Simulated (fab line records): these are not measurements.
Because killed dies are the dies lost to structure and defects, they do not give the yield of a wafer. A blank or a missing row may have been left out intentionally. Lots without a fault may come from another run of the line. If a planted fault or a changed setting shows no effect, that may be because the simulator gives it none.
8D (eight disciplines) problem report, filled in by code | flow n5-finfet | the parts of the form that need people (team, actions taken, sign-off) are left out

1. PROBLEM STATEMENT
At N5_MOL_CONTACT_COAG_ETCH_110, rf-fwd-power-W averages 246.1 W over 6 wafers from 2 lots, while fault-free wafers read 198.2 W, standard deviation 0.84. Measured from the usual mean, that is +57 standard deviations.
The step: etches Si in CF4/O2, target depth 2.5 nm, time 8 s.
Earliest sighting: wafer L524.1 on rie-diel-01 at day 6 21:51. Wafers with a number at this step in the record: 12, from 4 lots. The rule behind "out" and "out of limits": a value lying over 4 standard deviations away from the usual mean. The other wafers with a number count as sound.

2. WHAT IT IS, WHAT IT ISN'T
question                    | is                       | is not
which readings at this step | rf-fwd-power-W, rf-vpp-V | cf4-flow-sccm, drypump-motor-current-A, oes-product-au, showerhead-plenum-p-Torr, throttle-valve-pct
which lots                  | L524, L528               | L519, L534
which wafers of those lots  | all that have a number   | -
read on which tools         | rie-diel-01              | rie-diel-06
when                        | from day 6 21:51         | up to then (3 sound wafers); but 3 sound wafers of L534 came after

3. WHAT RULES OUT EACH SUSPECT
Counting: a tool stays on the suspect list if, at a process step up to the reading, it processed all lots that are out and no sound lot following the first of them.
- rie-diel-01 at N5_MOL_CONTACT_COAG_ETCH_110 (etches Si in CF4/O2, target depth 2.5 nm, time 8 s): kept. Every lot that is out went through it, starting with L524 (day 6 21:51), and after that it ran no sound lot; the last sound lot it ran before then is L519 (day 5 10:18). On those wafers its own readings are out: rf-fwd-power-W, rf-vpp-V.
Left after counting: rie-diel-01 at N5_MOL_CONTACT_COAG_ETCH_110.

4. THE CAUSE (what the simulator had put in)
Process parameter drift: rie-diel-01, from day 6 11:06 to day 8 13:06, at N5_MOL_CONTACT_COAG_ETCH_110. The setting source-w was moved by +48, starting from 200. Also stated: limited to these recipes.
Only this tool survived the counting.

5. SEQUENCE OF EFFECTS, ordered by route
Rows list readings where the struck wafers' mean (over those with a number) sits beyond 3 standard deviations from the usual. Only readings for which the record gives a usual standard deviation are gone through. hours: the time from each lot's start at the first step in this table that gives one to its start at this step, as a median over the lots. sigmas: the change in usual standard deviations.
hours | step                         | reading        | usual     | on struck wafers | change | sigmas
0     | N5_MOL_CONTACT_COAG_ETCH_110 | oes_f_703_au   | 0.78 a.u. | 1.02             | +0.24  | +3.3
0     | N5_MOL_CONTACT_COAG_ETCH_110 | rf-fwd-power-W | 198.2 W   | 246.1            | +47.9  | +57
0     | N5_MOL_CONTACT_COAG_ETCH_110 | rf-vpp-V       | 126.4 V   | 112.0            | -14.4  | -6.3
Its process steps:
- N5_MOL_CONTACT_COAG_ETCH_110: etches Si in CF4/O2, target depth 2.5 nm, time 8 s.
Later measuring or inspecting steps at which every struck wafer that the step has a row for has a number for every such reading, and none has moved that far: N5_BEOL_M4_RC_MEAS_101.

6. HOW IT WOULD HAVE BEEN CAUGHT EARLIER
11 hours passed between the start of the fault at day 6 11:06 and the first reading out of limits in this record, taken at day 6 21:51.
